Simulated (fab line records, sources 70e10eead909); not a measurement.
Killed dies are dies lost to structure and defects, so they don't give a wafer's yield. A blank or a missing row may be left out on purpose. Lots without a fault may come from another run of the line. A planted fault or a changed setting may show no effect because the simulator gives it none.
A struck lot beside a sound one | flow nand_harc | 18 steps out of a route of 1159
Sound: wafers L873.4, L873.5, L873.6. Struck: wafers L880.1, L880.2, L880.4. The cause comes at the end.
At each step with rows: each side's tool, then ch and its chambers, then its first start. Under that, the readings that differ: sound wafers | struck wafers | difference of the means | sigmas: that difference in standard deviations of wafers without a fault.
alike: readings whose means differ by less than 2 such deviations, and words and numbers that are the same on both sides. not compared: withheld readings, readings that some wafer has no value for, bounds like >300 that may hide the same value, and numbers for which the record gives no deviation and whose values overlap.
The two part at a step that has a row with sigmas, a row that says differs or no value, or rows on one side only. Numbers that don't overlap but have no deviation are shown without sigmas and don't part them. A reading that every wafer of one side lacks parts them only if that side has two wafers or more.

first, 1 step without rows for these wafers: NHARC_P_BONDPAD_ETCH_37 (etches the open film in N2/H2, target depth 60 nm, overetch 18 nm, time 65.91 s).
NHARC_P_BONDPAD_ETCH_12: etches the open film in CHF3/O2, target depth 200 nm, time 100 s.
  sound on rie_diel-06 ch 0,3; struck on rie_diel-06 ch 1,2,3
  alike: drypump_motor_current_A, o2_flow_sccm, oes_product_au, rf_vpp_V, showerhead_plenum_p_Torr, throttle_valve_pct
  not compared: rf_hours_counter_h
NHARC_P_BONDPAD_CD_MEAS_13:
  sound on cd_sem-02, day 7 22:38; struck on cd_sem-01, day 10 00:48
  alike: cd_nm
then, 1 step without rows for these wafers: NHARC_P_BONDPAD_STRIP_15 (strips in O2).
NHARC_P_BONDPAD_ETCH_24: etches the open film in CF4/N2, target depth 30 nm, time 72.99 s.
  sound on rie_diel-01 ch 0,1; struck on rie_diel-06 ch 0,1,2
  alike: drypump_motor_current_A, oes_product_au, rf_vpp_V, showerhead_plenum_p_Torr, throttle_valve_pct
  not compared: rf_hours_counter_h
then, 1 step without rows for these wafers: NHARC_P_BONDPAD_STRIP_16 (strips in post etch residue remover, time 600 s).
NHARC_P_BONDPAD_DEGAS_25: time 60 s.
  sound on pvd_sputter-02, day 7 23:29; struck on pvd_sputter-03, day 10 01:26
  alike: heater_power_w
then, 1 step without rows for these wafers: NHARC_P_BONDPAD_PRE_CLEAN_26 (time 30 s).
NHARC_P_BONDPAD_PVD_17: deposits TaN, target thk 5 nm, time 8.06 s.
  sound on pvd_sputter-02; struck on pvd_sputter-03
  alike: cathode_dc_power_W, throttle_valve_pct
then, 3 steps without rows for these wafers: NHARC_P_BONDPAD_PVD_27 (deposits Cu, target thk 30 nm, time 20.49 s); NHARC_P_BONDPAD_ECD_18 (material Cu, target thk 400 nm); NHARC_P_BONDPAD_ANNEAL_28 (time 90 s).
NHARC_P_BONDPAD_CMP_19: polishes, t overpolish 30 s, cu recess touch 16 s, target thk 160.81 nm.
  sound on cmp-02 ch 0,1,3, day 8 00:39; struck on cmp-04 ch 0,1,3, day 10 02:43
  no value came back on the struck wafers for cu_recess_touch_s (s), edge_zone_pressure_frac, motor_current_A (A), overpolish_run_s (s); on the sound wafers cu_recess_touch_s (s) reads 16 16 16
NHARC_P_BONDPAD_THK_MEAS_20: measures by xrf.
  sound on film_metro-02, day 8 00:55; struck on film_metro-01, day 10 03:01
  reading     | sound             | struck            | difference | sigmas
  thk_nm (nm) | 163.8 161.0 160.9 | 401.0 401.7 395.5 | +237.5     | +99 or more
then, 1 step without rows for these wafers: NHARC_P_BONDPAD_SRD_21 (time 30 s, dry time 20 s).
NHARC_P_BONDPAD_INSPECT_23:
  sound on defect_inspect-01, day 8 01:09; struck on defect_inspect-01, day 10 03:14
  reading          | sound       | struck         | difference | sigmas
  raw_defect_count | 176 221 197 | 6133 5994 6068 | +5867      | +53
NHARC_P_BONDPAD_ACTIVATE_29: chemistry N2, time 60 s.
  sound on rie_diel-06 ch 0,2,3, day 8 01:14; struck on rie_diel-06 ch 1,2,3, day 10 03:18
  alike: drypump_motor_current_A, oes_product_au, rf_vpp_V, showerhead_plenum_p_Torr
  not compared: rf_hours_counter_h
-- the record jumps here: 12 days lie between the struck wafers' starts before and after (it left off in module P_BONDPAD and takes up again in module END, whose first step shown is number 1159 of the route) --
NHARC_END_SORT_01:
  the record has rows for the struck wafers here (prober-01 ch 0, day 22 13:23) and none for the sound ones

WHERE THEY PART
First at NHARC_P_BONDPAD_CMP_19; last, within this record, at NHARC_END_SORT_01.

WHY: what the simulator had put in
Skipped step whole: cmp-04, from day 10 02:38 on, at NHARC_P_BONDPAD_CMP_19. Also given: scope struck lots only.
